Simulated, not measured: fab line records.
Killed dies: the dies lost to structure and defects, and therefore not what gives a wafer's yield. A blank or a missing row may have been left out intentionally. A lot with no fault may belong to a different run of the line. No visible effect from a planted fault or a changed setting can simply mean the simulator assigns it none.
Lot-split experiment + flow n5 finfet + 39 wafers read across 7 lots, on a route 1938 steps long

== THE SPLIT ITSELF ==
At N5_DUMMY_GATE_ETCH_32 (etches SiO2 in CF4, target depth 3.5 nm, time 3.9 s), the setting time s was moved away from the recipe's 3.9 s on 18 of the 39 wafers read, by -23.2% to +19.8%. This setting was run at the recipe's value on the other wafers.

The reading is taken at the split's own step.

== THE READING ==
etch.depth nm (the simulator's own value, which no gauge read), in nm, at N5_DUMMY_GATE_ETCH_32 (etches SiO2 in CF4, target depth 3.5 nm, time 3.9 s). The file gives no usual value for it. Across the 21 wafers here that went through the recipe, the average is 3.488 nm and the standard deviation 0.05 nm.

| wafer  | tool, chamber at the split | time s as run, s | against the recipe | etch.depth nm, nm | against lot-mates on the recipe |
|--------|----------------------------|------------------|--------------------|-------------------|---------------------------------|
| L080.1 | rie si-06, 0               | 3.591            | -7.9%              | 3.116             | -0.367                          |
| L080.2 | rie si-06, 2               | 3.591            | -7.9%              | 3.174             | -0.309                          |
| L080.3 | rie si-06, 3               | 3.9              | recipe             | 3.479             | -                               |
| L080.4 | rie si-06, 1               | 3.591            | -7.9%              | 3.217             | -0.266                          |
| L080.5 | rie si-06, 1               | 3.9              | recipe             | 3.513             | -                               |
| L080.6 | rie si-06, 2               | 3.9              | recipe             | 3.457             | -                               |
| L083.1 | rie si-06, 3               | 4.381            | +12.3%             | 3.972             | +0.481                          |
| L083.2 | rie si-06, 1               | 3.9              | recipe             | 3.526             | -                               |
| L083.3 | rie si-06, 2               | 4.381            | +12.3%             | 3.873             | +0.382                          |
| L083.4 | rie si-06, 0               | 3.9              | recipe             | 3.438             | -                               |
| L083.5 | rie si-06, 3               | 3.9              | recipe             | 3.508             | -                               |
| L083.6 | rie si-06, 0               | 4.381            | +12.3%             | 3.839             | +0.348                          |
| L088.1 | rie si-02, 3               | 3.9              | recipe             | 3.448             | -                               |
| L088.2 | rie si-02, 0               | 3.9              | recipe             | 3.485             | -                               |
| L088.3 | rie si-02, 2               | 2.996            | -23.2%             | 2.751             | -0.704                          |
| L088.4 | rie si-02, 1               | 2.996            | -23.2%             | 2.651             | -0.804                          |
| L088.5 | rie si-02, 3               | 3.9              | recipe             | 3.432             | -                               |
| L088.6 | rie si-02, 0               | 2.996            | -23.2%             | 2.658             | -0.797                          |
| L091.1 | rie si-06, 0               | 3.9              | recipe             | 3.398             | -                               |
| L091.2 | rie si-06, 3               | 4.25             | +9.0%              | 3.79              | +0.351                          |
| L091.3 | rie si-06, 2               | 4.25             | +9.0%              | 3.762             | +0.323                          |
| L091.4 | rie si-06, 1               | 3.9              | recipe             | 3.482             | -                               |
| L091.5 | rie si-06, 3               | 4.25             | +9.0%              | 3.8               | +0.361                          |
| L091.6 | rie si-06, 2               | 3.9              | recipe             | 3.437             | -                               |
| L094.1 | rie si-06, 0               | 3.9              | recipe             | 3.456             | -                               |
| L094.2 | rie si-06, 3               | 3.9              | recipe             | 3.532             | -                               |
| L094.3 | rie si-06, 1               | 3.9              | recipe             | 3.536             | -                               |
| L094.4 | rie si-06, 2               | 3.056            | -21.6%             | 2.712             | -0.796                          |
| L094.5 | rie si-06, 0               | 3.056            | -21.6%             | 2.711             | -0.797                          |
| L094.6 | rie si-06, 3               | 3.056            | -21.6%             | 2.738             | -0.770                          |
| L095.2 | rie si-02, 2               | 3.9              | recipe             | 3.61              | -                               |
| L095.4 | rie si-02, 0               | 3.9              | recipe             | 3.494             | -                               |
| L095.6 | rie si-02, 1               | 3.9              | recipe             | 3.502             | -                               |
| L096.1 | rie si-02, 0               | 4.674            | +19.8%             | 4.183             | +0.677                          |
| L096.2 | rie si-02, 2               | 4.674            | +19.8%             | 4.323             | +0.817                          |
| L096.3 | rie si-02, 1               | 4.674            | +19.8%             | 4.172             | +0.666                          |
| L096.4 | rie si-02, 1               | 3.9              | recipe             | 3.478             | -                               |
| L096.5 | rie si-02, 2               | 3.9              | recipe             | 3.587             | -                               |
| L096.6 | rie si-02, 0               | 3.9              | recipe             | 3.454             | -                               |

FIT RESULTS
A straight line over all 39 wafers: etch.depth nm changes by +0.0354 nm for each +1% of time s; r = +0.99; the points scatter about the line by 0.053 nm.
The same after taking each lot's own level away (the mean of its wafers on the recipe; 39 wafers): +0.0352 nm for each +1%; r = +0.99; scatter 0.049 nm.
The reading moves by 0.82 nm for the largest change in time s, on that fit.
Across the lots, their own levels run from 3.4390 to 3.5353 nm, a range of 1.9 times the standard deviation given above.
The two slopes agree, so the slope changes little with the lot-to-lot level.
Check: with one of the wafers moved furthest among these (-23.2%) left out of the fit, the line predicts -0.832 nm for it against its lot-mates. It came out at -0.704 nm against them.

== ADDITIONAL SPLITS CARRIED BY THESE WAFERS ==
Note: prior to the reading, these wafers also went through further splits. Each is held against what the fit with the lots' levels taken away leaves over:
| other split on the same wafers | wafers away from the commonest value | r with etch.depth nm (lot level and that fit taken away) |
|--------------------------------|--------------------------------------|----------------------------------------------------------|
| N5_FIN_CUT_EXPOSE_05 dose mj   | 9                                    | +0.04                                                    |

== FILE'S OWN FIT ==
etch.depth nm changes by +0.0352 nm for each +1% of time s, r = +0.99.
